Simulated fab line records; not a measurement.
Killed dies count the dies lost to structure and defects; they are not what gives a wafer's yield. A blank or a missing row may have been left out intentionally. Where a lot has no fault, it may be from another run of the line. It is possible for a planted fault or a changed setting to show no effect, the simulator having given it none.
fab line records + flow nand-harc
record
- lots=6
- wafers=18
- last-day=25
route steps=1159 shown P_CONTACT@249 P_M0@253 END@1159
lots that met no fault: from a run of the same line without faults
start-h: hours from the record's opening day to when the first of the lot's shown wafers began + wait-h: time in hours since the lot's previous step + " same as the row above + L1.1+2: several wafers, shown together as one row + - value missing, or start not given + * or withheld: withheld + < > ~ a bound
route shown NAME@n: names a module that has steps shown in the file, with the first one's number in the route + usual: mean/standard deviation of fault-free wafers + same: alike in all rows + chamber/n: place in a boat + sites: the reading at each site + _std_site: standard deviation across them + _edge_site: mean of outer sites minus mean of inner sites + radius-mm: for every site, how far away it sits from the centre of the wafer + mask NAME#n: copy n + behind: the last tool/chamber to shape the wafer + hold: cause of the lot's hold/its duration in hours/its outcome + device: the transistor (n, p or np) that didn't switch + end of line: tests run on the same wafers once the route is complete + for a step that has no rows: nothing shown but its recipe + killed: count of dies lost to structure and defects at first sort (not the wafer's yield) + map: a wafer's dies, x killed, . not, _ none there
set.NAME: setting as actually run; set.NAME@STEP: the setting as run at that earlier step + model.NAME: the simulator's own value behind a step, which no gauge read
a table for each step, a row for each wafer; lots at some steps of the route
services: a tool's chamber out of use, with start hour (start-h, from the record's first day; less than 0 if before it), hours out, and reason
## steps
# step NHARC_P_CONTACT_CMP_24
# recipe
- t-overpolish-s=30
- target-thk-nm=200
# usual
- motor-current-A=11.9/1.4
- overpolish-run-s=30.001/0.0088
- retaining-ring-pressure-frac=1.000/0.0042
- time-to-endpoint-s=39/3.3
| lot.wafer | tool   | chamber | start-h | wait-h | motor-current-A | overpolish-run-s | retaining-ring-pressure-frac | time-to-endpoint-s |
|-----------|--------|---------|---------|--------|-----------------|------------------|------------------------------|--------------------|
| L597.4    | cmp-03 | 2       | 135.63  | 0.5    | 12.2            | 29.988           | 1.001                        | 35                 |
| L597.3    | "      | 3       | "       | "      | 13.0            | 29.988           | 0.996                        | 38                 |
| L597.5    | "      | 0       | "       | "      | 15.3            | 29.997           | 1.004                        | 35                 |
| L598.2    | cmp-02 | 3       | 144.04  | 0.5    | 10.7            | 29.986           | 1.003                        | 39                 |
| L598.1    | "      | 2       | "       | "      | 10.5            | 29.999           | 0.997                        | 40                 |
| L598.5    | "      | 3       | "       | "      | 11.0            | 29.999           | 1.003                        | 36                 |
| L601.2    | cmp-02 | 3       | 157.28  | 0.5    | 11.1            | 30.006           | 0.994                        | 36                 |
| L601.1    | "      | 1       | "       | "      | 9.9             | 29.996           | 1.006                        | 33                 |
| L601.5    | "      | 2       | "       | "      | 10.8            | 30.002           | 1.000                        | 34                 |
| L604.3    | cmp-03 | 3       | 180.08  | 0.3    | 12.5            | 30.009           | 1.001                        | 40                 |
| L604.4    | "      | 1       | "       | "      | 13.5            | 30.001           | 1.006                        | 40                 |
| L604.2    | "      | 2       | "       | "      | 11.1            | 29.993           | 0.998                        | 38                 |
| L613.2    | cmp-01 | 1       | 227.33  | 0.5    | 13.4            | 30.000           | 1.004                        | 45                 |
| L613.6    | "      | 0       | "       | "      | 11.8            | 30.009           | 1.002                        | 38                 |
| L613.5    | "      | 1       | "       | "      | 13.5            | 29.990           | 1.005                        | 45                 |
| L617.2    | cmp-01 | 2       | 254.63  | 0.5    | 12.1            | 29.998           | 1.001                        | 41                 |
| L617.5    | "      | 0       | "       | "      | 12.8            | 29.985           | 1.001                        | 42                 |
| L617.6    | "      | 1       | "       | "      | 13.7            | 30.001           | 0.996                        | 44                 |
# step NHARC_P_CONTACT_SRD_26
# step NHARC_P_CONTACT_INSPECT_27
# usual
- raw-defect-count=270/110
| lot.wafer | tool              | chamber | start-h | wait-h | raw-defect-count |
|-----------|-------------------|---------|---------|--------|------------------|
| L597.3    | defect-inspect-01 | -       | 135.99  | 0.1    | 252              |
| L597.4    | "                 | -       | "       | "      | 143              |
| L597.5    | "                 | -       | "       | "      | 271              |
| L598.1    | defect-inspect-01 | -       | 144.44  | 0.1    | 352              |
| L598.2    | "                 | -       | "       | "      | 530              |
| L598.5    | "                 | -       | "       | "      | 252              |
| L601.1    | defect-inspect-01 | -       | 157.66  | 0.1    | 183              |
| L601.2    | "                 | -       | "       | "      | 157              |
| L601.5    | "                 | -       | "       | "      | 153              |
| L604.2    | defect-inspect-01 | -       | 180.48  | 0.1    | 354              |
| L604.3    | "                 | -       | "       | "      | 225              |
| L604.4    | "                 | -       | "       | "      | 230              |
| L613.2    | defect-inspect-01 | -       | 227.70  | 0.1    | 216              |
| L613.5    | "                 | -       | "       | "      | 176              |
| L613.6    | "                 | -       | "       | "      | 290              |
| L617.2    | defect-inspect-01 | -       | 254.98  | 0.1    | 319              |
| L617.5    | "                 | -       | "       | "      | 300              |
| L617.6    | "                 | -       | "       | "      | 205              |
# step NHARC_P_M0_DEP_00
# recipe
- target-thk-a=1500
- target-thk-nm=150
- temp-c=withheld
- pressure-torr=5
- flow-sccm=200
- rf-w=600
- material=SiOC
# step NHARC_P_M0_DEHYDRATE_01
# recipe
- temp-c=150
- time-s=120
# step NHARC_P_M0_HMDS_02
# recipe
- time-s=30
# step NHARC_P_M0_COAT_33
# recipe
- temp-c=200
- time-s=65
# step NHARC_P_M0_COAT_03
# recipe
- spin-rpm=1500
- resist-thk-nm=90
# step NHARC_P_M0_SOFTBAKE_04
# recipe
- temp-c=105
- time-s=55
# step NHARC_P_M0_EBR_05
# step NHARC_P_M0_EXPOSE_06
# recipe
- na=1.35
- target-cd-nm=90
- dose-mj=81.28
- mask-id=P_M0
# step NHARC_P_M0_PEB_07
# recipe
- peb-temp-c=100
- peb-time-s=65
# usual
- heater-power-total-W=156.5/0.43
- plate-temp-C=100.01/0.11
- resist-line-temp-C=23.00/0.099
| lot.wafer | tool           | chamber | start-h | wait-h | heater-power-total-W | plate-temp-C | resist-line-temp-C |
|-----------|----------------|---------|---------|--------|----------------------|--------------|--------------------|
| L597.3    | litho-track-06 | 0       | 136.81  | 0.0    | 156.1                | 100.22       | 22.97              |
| L597.4    | "              | 0       | "       | "      | 156.8                | 100.09       | 23.01              |
| L597.5    | "              | 0       | "       | "      | 156.3                | 100.04       | 22.85              |
| L598.1    | litho-track-01 | 0       | 145.26  | 0.1    | 157.0                | 100.00       | 23.13              |
| L598.2    | "              | 0       | "       | "      | 156.5                | 100.02       | 22.98              |
| L598.5    | "              | 0       | "       | "      | 156.9                | 100.04       | 23.03              |
| L601.1    | litho-track-01 | 0       | 158.48  | 0.1    | 159.8                | 101.96       | 22.94              |
| L601.2    | "              | 0       | "       | "      | 159.8                | 101.88       | 22.91              |
| L601.5    | "              | 0       | "       | "      | 160.8                | 101.93       | 22.92              |
| L604.2    | litho-track-01 | 0       | 181.31  | 0.1    | 159.7                | 102.00       | 22.85              |
| L604.3    | "              | 0       | "       | "      | 159.9                | 101.78       | 23.03              |
| L604.4    | "              | 0       | "       | "      | 160.1                | 101.79       | 22.93              |
| L613.2    | litho-track-04 | 0       | 228.40  | 0.1    | 157.0                | 100.10       | 23.00              |
| L613.5    | "              | 0       | "       | "      | 156.1                | 100.11       | 22.91              |
| L613.6    | "              | 0       | "       | "      | 156.5                | 100.05       | 22.90              |
| L617.2    | litho-track-04 | 0       | 255.68  | 0.1    | 157.1                | 99.82        | 22.89              |
| L617.5    | "              | 0       | "       | "      | 156.6                | 99.76        | 23.10              |
| L617.6    | "              | 0       | "       | "      | 156.8                | 99.85        | 23.05              |
# step NHARC_P_M0_DEVELOP_08
# recipe
- develop-time-s=35
- dev-temp-c=23
# step NHARC_P_M0_CD_MEAS_09
# recipe
- target-cd-nm=90
- landing-energy-ev=500
# usual
- cd-nm=89.6/1.1
| lot.wafer | tool      | chamber | start-h | wait-h | cd-nm |
|-----------|-----------|---------|---------|--------|-------|
| L597.3    | cd-sem-02 | 0       | 136.90  | -      | 90.4  |
| L597.4    | "         | 0       | "       | "      | 88.5  |
| L597.5    | "         | 0       | "       | "      | 88.4  |
| L598.1    | cd-sem-03 | 0       | 145.34  | -      | 88.7  |
| L598.2    | "         | 0       | "       | "      | 89.5  |
| L598.5    | "         | 0       | "       | "      | 88.9  |
| L601.1    | cd-sem-02 | 0       | 158.56  | -      | 95.3  |
| L601.2    | "         | 0       | "       | "      | 95.3  |
| L601.5    | "         | 0       | "       | "      | 95.7  |
| L604.2    | cd-sem-03 | 0       | 181.39  | -      | 94.2  |
| L604.3    | "         | 0       | "       | "      | 94.7  |
| L604.4    | "         | 0       | "       | "      | 94.1  |
| L613.2    | cd-sem-02 | 0       | 228.48  | -      | 90.4  |
| L613.5    | "         | 0       | "       | "      | 91.5  |
| L613.6    | "         | 0       | "       | "      | 91.5  |
| L617.2    | cd-sem-02 | 0       | 255.76  | -      | 91.0  |
| L617.5    | "         | 0       | "       | "      | 91.3  |
| L617.6    | "         | 0       | "       | "      | 91.8  |
# step NHARC_P_M0_OVL_MEAS_10
# recipe
- pitch-nm=180
# usual
- overlay-x-nm=0.0/0.85
- overlay-y-nm=-0.2/0.64
| lot.wafer | tool       | chamber | start-h | wait-h | overlay-x-nm | overlay-y-nm |
|-----------|------------|---------|---------|--------|--------------|--------------|
| L597.3    | overlay-02 | -       | 136.98  | -      | -1.4         | 0.0          |
| L597.4    | "          | -       | "       | "      | -1.8         | -0.1         |
| L597.5    | "          | -       | "       | "      | -1.4         | 0.6          |
| L598.1    | overlay-02 | -       | 145.42  | -      | -0.4         | 0.1          |
| L598.2    | "          | -       | "       | "      | 0.0          | 0.6          |
| L598.5    | "          | -       | "       | "      | -0.4         | -0.3         |
| L601.1    | overlay-01 | -       | 158.64  | -      | -0.1         | 0.1          |
| L601.2    | "          | -       | "       | "      | -0.2         | -0.7         |
| L601.5    | "          | -       | "       | "      | -0.4         | -0.1         |
| L604.2    | overlay-01 | -       | 181.47  | -      | 1.1          | 0.4          |
| L604.3    | "          | -       | "       | "      | 1.2          | 1.0          |
| L604.4    | "          | -       | "       | "      | 1.2          | 0.4          |
| L613.2    | overlay-02 | -       | 228.57  | -      | -0.1         | 0.7          |
| L613.5    | "          | -       | "       | "      | 0.2          | 0.5          |
| L613.6    | "          | -       | "       | "      | 0.4          | 0.5          |
| L617.2    | overlay-02 | -       | 255.85  | -      | -1.5         | -1.5         |
| L617.5    | "          | -       | "       | "      | -1.3         | -1.9         |
| L617.6    | "          | -       | "       | "      | -1.4         | -1.3         |
# step NHARC_P_M0_INSPECT_11
# usual
- raw-defect-count=4.0/2.3
| lot.wafer | tool              | chamber | start-h | wait-h | raw-defect-count |
|-----------|-------------------|---------|---------|--------|------------------|
| L597.3    | defect-inspect-02 | -       | 137.02  | 0.0    | 5                |
| L597.4    | "                 | -       | "       | "      | 5                |
| L597.5    | "                 | -       | "       | "      | 4                |
| L598.1    | defect-inspect-01 | -       | 145.46  | 0.0    | 4                |
| L598.2    | "                 | -       | "       | "      | 4                |
| L598.5    | "                 | -       | "       | "      | 3                |
| L601.1    | defect-inspect-01 | -       | 158.68  | 0.0    | 4                |
| L601.2    | "                 | -       | "       | "      | 4                |
| L601.5    | "                 | -       | "       | "      | 4                |
| L604.2    | defect-inspect-01 | -       | 181.51  | 0.0    | 4                |
| L604.3    | "                 | -       | "       | "      | 5                |
| L604.4    | "                 | -       | "       | "      | 3                |
| L613.2    | defect-inspect-02 | -       | 228.61  | 0.0    | 6                |
| L613.5    | "                 | -       | "       | "      | 2                |
| L613.6    | "                 | -       | "       | "      | 3                |
| L617.2    | defect-inspect-01 | -       | 255.88  | 0.0    | 3                |
| L617.5    | "                 | -       | "       | "      | 0                |
| L617.6    | "                 | -       | "       | "      | 2                |
# step NHARC_P_M0_DESCUM_14
# recipe
- time-s=3
- o2-flow-sccm=200
- ar-flow-sccm=0
- bias-power-w=0
- chemistry=O2
# usual
- drypump-motor-current-A=6.0/0.41
- oes-product-au=1.007/0.01
- rf-vpp-V=58.0/0.8
- showerhead-plenum-p-Torr=1.93/0.055
- throttle-valve-pct=11.311/0.0096
| lot.wafer | tool        | chamber | start-h | wait-h | drypump-motor-current-A | oes-product-au | rf-hours-counter-h | rf-vpp-V | showerhead-plenum-p-Torr | throttle-valve-pct | model.P_M0.cd-nm |
|-----------|-------------|---------|---------|--------|-------------------------|----------------|--------------------|----------|--------------------------|--------------------|------------------|
| L597.3    | rie-diel-10 | 1       | 137.08  | 0.1    | 5.6                     | 1.011          | 10                 | 58.9     | 1.98                     | 11.308             | 90.04            |
| L597.4    | "           | 2       | "       | "      | 6.0                     | 0.989          | 10                 | 59.7     | 1.92                     | 11.303             | 88.08            |
| L597.5    | "           | 1       | "       | "      | 5.6                     | 1.015          | -                  | 57.3     | 1.98                     | 11.296             | 88.76            |
| L598.1    | rie-diel-05 | 0       | 145.52  | 0.1    | 6.4                     | 1.000          | 10                 | 58.5     | 1.97                     | 11.300             | 89.14            |
| L598.2    | "           | 2       | "       | "      | 6.1                     | 0.999          | 11                 | 58.2     | 2.01                     | 11.299             | 87.67            |
| L598.5    | "           | 0       | "       | "      | 6.4                     | 1.002          | -                  | 57.1     | 1.97                     | 11.303             | 89.03            |
| L601.2    | rie-diel-10 | 2       | 158.75  | 0.1    | 6.1                     | 0.995          | 12                 | 58.1     | 1.92                     | 11.323             | 94.39            |
| L601.1    | "           | 0       | "       | "      | 5.7                     | 1.011          | 11                 | 58.4     | 1.96                     | 11.311             | 95.37            |
| L601.5    | "           | 1       | "       | "      | 5.6                     | 1.019          | -                  | 58.4     | 1.98                     | 11.311             | 95.24            |
| L604.4    | rie-diel-04 | 2       | 181.57  | 0.1    | 6.3                     | 1.017          | 4                  | 57.8     | 1.89                     | 11.315             | 94.42            |
| L604.3    | "           | 3       | "       | "      | 6.4                     | 0.995          | 1                  | 58.4     | 1.93                     | 11.317             | 95.05            |
| L604.2    | "           | 1       | "       | "      | 6.0                     | 1.012          | 4                  | 57.0     | 1.89                     | 11.303             | 94.68            |
| L613.2    | rie-diel-10 | 0       | 228.67  | 0.1    | 5.7                     | 1.011          | 4                  | 58.9     | 1.96                     | 11.306             | 89.81            |
| L613.6    | "           | 0       | "       | "      | 5.7                     | 1.008          | -                  | 57.1     | 1.96                     | 11.295             | 91.19            |
| L613.5    | "           | 1       | "       | "      | 5.6                     | 1.015          | -                  | 58.0     | 1.98                     | 11.318             | 91.99            |
| L617.2    | rie-diel-04 | 0       | 255.94  | 0.1    | 6.0                     | 1.019          | 10                 | 58.8     | 1.93                     | 11.332             | 91.97            |
| L617.6    | "           | 0       | "       | "      | 6.0                     | 1.017          | -                  | 56.2     | 1.93                     | 11.298             | 92.64            |
| L617.5    | "           | 1       | "       | "      | 6.0                     | 1.017          | -                  | 57.3     | 1.89                     | 11.292             | 92.19            |
# step NHARC_P_M0_ETCH_34
# recipe
- target-depth-a=400
- overetch-a=120
- time-s=43.94
- ion-energy-ev=200
- n2-flow-sccm=150
- h2-flow-sccm=150
- ar-flow-sccm=0
- rf-w=400
- bias-w=150
- chemistry=N2/H2
# usual
- bias-w=150.0/0.42
- drypump-motor-current-A=6.0/0.41
- h2-flow-sccm=150.0/0.44
- oes-product-au=1.006/0.01
- rf-vpp-V=431.2/1.8
- showerhead-plenum-p-Torr=2.07/0.061
- throttle-valve-pct=14.172/0.009
| lot.wafer | tool        | chamber | start-h | wait-h | bias-w | drypump-motor-current-A | h2-flow-sccm | oes-product-au | rf-hours-counter-h | rf-vpp-V | showerhead-plenum-p-Torr | throttle-valve-pct |
|-----------|-------------|---------|---------|--------|--------|-------------------------|--------------|----------------|--------------------|----------|--------------------------|--------------------|
| L597.4    | rie-diel-10 | 3       | 137.17  | 0.1    | 149.7  | 6.6                     | 149.9        | 1.007          | 9                  | 434.9    | 2.19                     | 14.181             |
| L597.3    | "           | 1       | "       | "      | 150.5  | 5.6                     | 149.8        | 1.022          | 10                 | 433.0    | 2.11                     | 14.164             |
| L597.5    | "           | 2       | "       | "      | 150.4  | 6.1                     | 150.0        | 0.984          | -                  | 430.4    | 2.05                     | 14.174             |
| L598.2    | rie-diel-05 | 0       | 145.61  | 0.1    | 150.1  | 6.4                     | 149.4        | 1.002          | 10                 | 431.8    | 2.11                     | 14.170             |
| L598.1    | "           | 2       | "       | "      | 150.3  | 6.1                     | 149.6        | 1.014          | 11                 | 432.7    | 2.15                     | 14.154             |
| L598.5    | "           | 0       | "       | "      | 149.8  | 6.4                     | 149.9        | 1.006          | -                  | 431.9    | 2.11                     | 14.177             |
| L601.2    | rie-diel-10 | 1       | 158.83  | 0.1    | 150.4  | 5.6                     | 150.0        | 1.013          | 12                 | 432.0    | 2.11                     | 14.186             |
| L601.1    | "           | 0       | "       | "      | 150.5  | 5.7                     | 150.1        | 1.004          | 11                 | 431.6    | 2.10                     | 14.180             |
| L601.5    | "           | 2       | "       | "      | 150.1  | 6.1                     | 151.0        | 0.991          | -                  | 431.3    | 2.05                     | 14.183             |
| L604.3    | rie-diel-04 | 2       | 181.66  | 0.1    | 149.0  | 6.4                     | 150.4        | 1.007          | 4                  | 431.2    | 2.01                     | 14.162             |
| L604.4    | "           | 3       | "       | "      | 150.4  | 6.4                     | 150.1        | 0.995          | 1                  | 431.2    | 2.06                     | 14.168             |
| L604.2    | "           | 1       | "       | "      | 150.5  | 6.0                     | 150.3        | 1.004          | 4                  | 430.2    | 2.01                     | 14.173             |
| L613.2    | rie-diel-10 | 2       | 228.76  | 0.1    | 149.9  | 6.1                     | 149.9        | 1.001          | 4                  | 430.5    | 2.05                     | 14.172             |
| L613.6    | "           | 0       | "       | "      | 150.1  | 5.7                     | 150.3        | 1.022          | -                  | 431.6    | 2.09                     | 14.181             |
| L613.5    | "           | 1       | "       | "      | 150.5  | 5.6                     | 149.9        | 1.015          | -                  | 433.0    | 2.11                     | 14.157             |
| L617.2    | rie-diel-04 | 3       | 256.04  | 0.1    | 150.1  | 6.4                     | 150.2        | 1.003          | 6                  | 431.2    | 2.06                     | 14.182             |
| L617.5    | "           | 1       | "       | "      | 150.0  | 6.0                     | 150.6        | 1.015          | -                  | 429.7    | 2.01                     | 14.167             |
| L617.6    | "           | 2       | "       | "      | 150.6  | 6.4                     | 150.2        | 1.013          | -                  | 430.5    | 2.01                     | 14.168             |
# step NHARC_P_M0_ETCH_15
# recipe
- target-depth-a=1500
- overetch-a=150
- time-s=82.5
- c4f8-flow-sccm=withheld
- ar-flow-sccm=400
- rf-w=600
- bias-w=300
- chemistry=C4F8/Ar
# usual
- bias-w=300.1/0.98
- oes-product-au=0.956/0.024
- rf-vpp-V=441.4/1.9
| lot.wafer | tool        | chamber | start-h | wait-h | bias-w | oes-product-au | rf-hours-counter-h | rf-vpp-V | model.P_M0.cd-nm |
|-----------|-------------|---------|---------|--------|--------|----------------|--------------------|----------|------------------|
| L597.3    | rie-diel-10 | 0       | -       | -      | 298.2  | 0.935          | 9                  | 442.2    | 89.68            |
| L597.4    | "           | 1       | "       | "      | 298.3  | 0.931          | 10                 | 442.3    | 87.75            |
| L597.5    | "           | 1       | "       | "      | 299.7  | 0.941          | -                  | 442.7    | 88.96            |
| L598.2    | rie-diel-05 | 3       | -       | -      | 300.3  | 0.960          | 10                 | 438.0    | 88.26            |
| L598.1    | "           | 0       | "       | "      | 300.0  | 0.944          | 10                 | 443.7    | 88.67            |
| L598.5    | "           | 2       | "       | "      | 299.5  | 0.964          | -                  | 444.4    | 90.08            |
| L601.2    | rie-diel-10 | 0       | -       | -      | 299.6  | 0.941          | 11                 | 440.6    | 94.35            |
| L601.1    | "           | 1       | "       | "      | 302.2  | 0.937          | 12                 | 443.4    | 95.64            |
| L601.5    | "           | 2       | "       | "      | 300.2  | 0.929          | -                  | 441.7    | 95.39            |
| L604.3    | rie-diel-04 | 1       | -       | -      | 300.0  | 0.997          | 4                  | 439.8    | 94.88            |
| L604.2    | "           | 2       | "       | "      | 300.4  | 0.981          | 4                  | 441.0    | 95.47            |
| L604.4    | "           | 3       | "       | "      | 299.0  | 0.951          | 1                  | 442.5    | 94.19            |
| L613.2    | rie-diel-10 | 2       | -       | -      | 299.8  | 0.977          | 4                  | 440.2    | 90.24            |
| L613.6    | "           | 3       | "       | "      | 301.3  | 0.999          | -                  | 445.0    | 91.29            |
| L613.5    | "           | 0       | "       | "      | 298.7  | 0.971          | -                  | 441.7    | 92.08            |
| L617.2    | rie-diel-04 | 0       | -       | -      | 300.4  | 0.939          | 10                 | 441.2    | 91.65            |
| L617.6    | "           | 1       | "       | "      | 300.5  | 0.939          | -                  | 440.0    | 91.68            |
| L617.5    | "           | 2       | "       | "      | 299.9  | 0.931          | -                  | 439.5    | 92.58            |
# step NHARC_P_M0_CD_MEAS_16
# usual
- cd-nm=89.8/1.3
| lot.wafer | tool      | chamber | start-h | wait-h | cd-nm |
|-----------|-----------|---------|---------|--------|-------|
| L597.3    | cd-sem-02 | -       | 137.38  | -      | 89.6  |
| L597.4    | "         | -       | "       | "      | 87.9  |
| L597.5    | "         | -       | "       | "      | 88.7  |
| L598.1    | cd-sem-01 | -       | 145.82  | -      | 88.9  |
| L598.2    | "         | -       | "       | "      | 88.3  |
| L598.5    | "         | -       | "       | "      | 90.1  |
| L601.1    | cd-sem-01 | -       | 159.04  | -      | 95.4  |
| L601.2    | "         | -       | "       | "      | 94.3  |
| L601.5    | "         | -       | "       | "      | 95.7  |
| L604.2    | cd-sem-03 | -       | 181.87  | -      | 95.3  |
| L604.3    | "         | -       | "       | "      | 94.8  |
| L604.4    | "         | -       | "       | "      | 94.1  |
| L613.2    | cd-sem-03 | -       | 228.97  | -      | 90.5  |
| L613.5    | "         | -       | "       | "      | 91.9  |
| L613.6    | "         | -       | "       | "      | 91.6  |
| L617.2    | cd-sem-02 | -       | 256.25  | -      | 91.4  |
| L617.5    | "         | -       | "       | "      | 92.5  |
| L617.6    | "         | -       | "       | "      | 91.6  |
# step NHARC_END_SORT_01
# recipe
- temp-c=25
# usual
- defect-limited-yield=95.1/1.6
- killed-at-array=29/10
- killed-at-other=0.7/1.1
- killed-at-periphery=3.3/2.4
- killed-dies=33/11
- killed-open=3.3/2
- killed-short=1.9/1.3
- sort_bin_2_pct=1.5/0.67
- sort_bin_3_pct=0.27/0.24
- sort_bin_4_pct=3.1/1.1
- sort-n-pass=644/11
- sort-rim-yield-pct=97.1/2.1
- sort-yield-pct=95.1/1.6
# same
- gross-dies=677
- sort_bin_5_pct[%]=0
- sort_bin_6_pct[%]=0
- sort_bin_7_pct[%]=0
- sort_bin_8_pct[%]=0
- sort-rim-n-gross=106.00
| lot.wafer | tool      | chamber | start-h | wait-h | defect-limited-yield[%] | killed-at-array | killed-at-other | killed-at-periphery | killed-dies | killed-open | killed-short | sort_bin_2_pct[%] | sort_bin_3_pct[%] | sort_bin_4_pct[%] | sort-n-pass | sort-rim-yield-pct[%] | sort-yield-pct[%] |
|-----------|-----------|---------|---------|--------|-------------------------|-----------------|-----------------|---------------------|-------------|-------------|--------------|-------------------|-------------------|-------------------|-------------|-----------------------|-------------------|
| L597.3    | prober-01 | 0       | 447.11  | 3.1    | 96.9                    | 19              | 0               | 2                   | 21          | 2           | 1            | 0.9               | 0.15              | 2.1               | 656         | 95.3                  | 96.9              |
| L597.4    | prober-01 | 0       | 447.91  | 3.4    | 96.3                    | 23              | 0               | 2                   | 25          | 2           | 1            | 0.4               | 0.44              | 2.8               | 652         | 100.0                 | 96.3              |
| L597.5    | prober-01 | 0       | 448.70  | 3.7    | 97.3                    | 15              | 0               | 3                   | 18          | 2           | 0            | 0.9               | 0.15              | 1.6               | 659         | 99.1                  | 97.3              |
| L598.1    | prober-02 | 0       | 471.97  | 2.5    | 97.8                    | 10              | 1               | 4                   | 15          | 1           | 3            | 0.6               | 0                 | 1.6               | 662         | 99.1                  | 97.8              |
| L598.2    | prober-02 | 0       | 472.78  | 2.8    | 99.0                    | 6               | 1               | 0                   | 7           | 1           | 1            | 0.3               | 0                 | 0.7               | 670         | 97.2                  | 99.0              |
| L598.5    | prober-02 | 0       | 475.22  | 3.8    | 97.5                    | 13              | 1               | 3                   | 17          | 3           | 1            | 0.7               | 0                 | 1.8               | 660         | 98.1                  | 97.5              |
| L601.1    | prober-01 | 0       | 480.32  | 2.5    | 93.2                    | 43              | 0               | 3                   | 46          | 4           | 1            | 2.2               | 0.44              | 4.1               | 631         | 98.1                  | 93.2              |
| L601.2    | prober-01 | 0       | 481.12  | 2.8    | 92.5                    | 46              | 0               | 5                   | 51          | 1           | 5            | 2.5               | 0.59              | 4.4               | 626         | 95.3                  | 92.5              |
| L601.5    | prober-01 | 0       | 483.49  | 3.7    | 92.2                    | 52              | 0               | 1                   | 53          | 6           | 1            | 3.2               | 0                 | 4.6               | 624         | 96.2                  | 92.2              |
# killed by level:class
L597.3 A_SLIT:chamber-film-flake=9 A_CHANNEL_HOLE_D1:chamber-film-flake=3 A_CHANNEL_FILL_D1:chamber-film-flake=2 A_CONTACT:chamber-film-flake=2 P_M1:geometric-particle:open=1 A_M0:geometric-particle:open=1 A_M1:geometric-particle:short=1 P_GATE:chamber-film-flake=1
L597.4 A_SLIT:chamber-film-flake=14 A_CHANNEL_HOLE_D1:chamber-film-flake=3 A_BLC:geometric-particle:open=2 A_CHANNEL_FILL_D1:chamber-film-flake=2 A_ONON_D1:geometric-particle:short=1 P_GATE:chamber-film-flake=1 P_M2:chamber-film-flake=1 A_STAIRCASE:chamber-film-flake=1
L597.5 A_SLIT:chamber-film-flake=8 A_CONTACT:chamber-film-flake=3 P_M0:geometric-particle:open=1 A_CHANNEL_FILL_D1:geometric-particle:open=1 P_STI:chamber-film-flake=1 P_GATE:chamber-film-flake=1 A_CHANNEL_HOLE_D1:chamber-film-flake=1 A_CHANNEL_FILL_D1:chamber-film-flake=1
L598.1 A_STAIRCASE:chamber-film-flake=3 P_CONTACT:geometric-particle:short=2 A_CONTACT:chamber-film-flake=2 P_CONTACT:geometric-particle:open=1 A_ONON_D1:geometric-particle:short=1 A_BLC:chamber-film-flake=1 P_M1:chamber-film-flake=1 A_ZERO_WELL:chamber-film-flake=1
L598.2 A_CONTACT:chamber-film-flake=2 A_CONTACT:geometric-particle:open=1 A_M1:geometric-particle:short=1 A_CHANNEL_HOLE_D1:chamber-film-flake=1 A_CHANNEL_FILL_D1:chamber-film-flake=1 THIN_TSV:chamber-film-flake=1
L598.5 A_CHANNEL_HOLE_D1:chamber-film-flake=3 A_STAIRCASE:chamber-film-flake=3 P_GATE:chamber-film-flake=2 A_CONTACT:chamber-film-flake=2 A_BLC:chamber-film-flake=2 P_CONTACT:geometric-particle:open=1 A_ONON_D1:geometric-particle:open=1 A_CONTACT:geometric-particle:open=1
L601.1 A_CHANNEL_HOLE_D1:chamber-film-flake=14 A_SLIT:chamber-film-flake=14 A_STAIRCASE:chamber-film-flake=6 A_WL_FILL:chamber-film-flake=3 A_CONTACT:geometric-particle:open=2 P_STI:chamber-film-flake=2 A_ZERO_WELL:chamber-film-flake=2 P_GATE:geometric-particle:short=1
L601.2 A_CHANNEL_HOLE_D1:chamber-film-flake=16 A_SLIT:chamber-film-flake=16 A_ZERO_WELL:chamber-film-flake=4 A_CONTACT:chamber-film-flake=4 A_ONON_D1:geometric-particle:short=2 P_GATE:chamber-film-flake=2 A_STAIRCASE:chamber-film-flake=2 P_CONTACT:geometric-particle:short=1
L601.5 A_CHANNEL_HOLE_D1:chamber-film-flake=23 A_SLIT:chamber-film-flake=14 A_STAIRCASE:chamber-film-flake=5 A_CONTACT:geometric-particle:open=3 A_ONON_D1:geometric-particle:open=2 A_CONTACT:chamber-film-flake=2 A_ONON_D1:geometric-particle:short=1 A_WL_FILL:geometric-particle:open=1
## services
| tool           | chamber | start-h | hours | kind   |
|----------------|---------|---------|-------|--------|
| rie-diel-04    | -       | 112.14  | 9.0   | pm     |
| litho-track-06 | -       | 117.00  | 7.0   | pm     |
| cmp-03         | -       | 124.33  | 1.0   | repair |
| cmp-01         | -       | 126.80  | 0.5   | repair |
| cmp-02         | -       | 128.50  | 4.0   | pm     |
| cmp-01         | -       | 129.36  | 1.6   | repair |
| rie-diel-10    | 0       | 131.17  | -     | clean  |
| rie-diel-10    | 1       | 131.17  | -     | clean  |
| rie-diel-10    | 2       | 131.17  | -     | clean  |
| rie-diel-10    | 3       | 131.17  | -     | clean  |
| litho-track-04 | -       | 141.00  | 7.0   | pm     |
| rie-diel-10    | 0       | 155.67  | -     | clean  |
| rie-diel-10    | 1       | 155.67  | -     | clean  |
| cmp-03         | -       | 156.08  | 4.0   | pm     |
| rie-diel-04    | 3       | 162.47  | 14.1  | repair |
| rie-diel-05    | -       | 163.60  | 9.0   | pm     |
| rie-diel-10    | -       | 176.71  | 9.0   | pm     |
| cmp-01         | -       | 179.60  | 4.0   | pm     |
| cmp-01         | -       | 202.92  | 0.9   | repair |
| cmp-02         | -       | 226.50  | 4.0   | pm     |
| rie-diel-04    | 2       | 242.42  | 7.1   | repair |
| cmp-03         | -       | 249.00  | 3.9   | repair |
| rie-diel-05    | -       | 250.52  | 0.4   | repair |
| cmp-03         | -       | 254.08  | 4.0   | pm     |
## key
first-sign
- step=NHARC_P_M0_PEB_07
- reading=plate-temp-C
- direction=up
- sigmas=18
- usual=*
- struck=*
effect
- step=NHARC_P_M0_PEB_07
- reading=heater-power-total-W
- direction=up
- sigmas=8.2
- usual=*
- struck=*
effect
- step=NHARC_P_M0_CD_MEAS_09
- reading=cd-nm
- direction=up
- sigmas=4.9
- usual=89.6
- struck=94.9
effect
- step=NHARC_P_M0_CD_MEAS_16
- reading=cd-nm
- direction=up
- sigmas=4
- usual=89.8
- struck=94.9
model-effect
- step=NHARC_P_M0_DESCUM_14
- value=P_M0.cd-nm
- without=88.67
- struck=94.86
model-effect
- step=NHARC_P_M0_ETCH_15
- value=P_M0.cd-nm
- without=88.8
- struck=94.99
met-at NHARC_P_M0_PEB_07
struck-wafers L601.1,L601.2,L601.5,L604.2,L604.3,L604.4
onset-between 145.26 158.48
fault
- kind=process-parameter-drift
- tool=litho-track-01
- chamber=-
- onset-h=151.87
- steps=NHARC_P_M0_PEB_07
- channel=peb-temp-c
- offset=*
- shape=step
- end-h=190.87
- acts-in=*
- stated=*
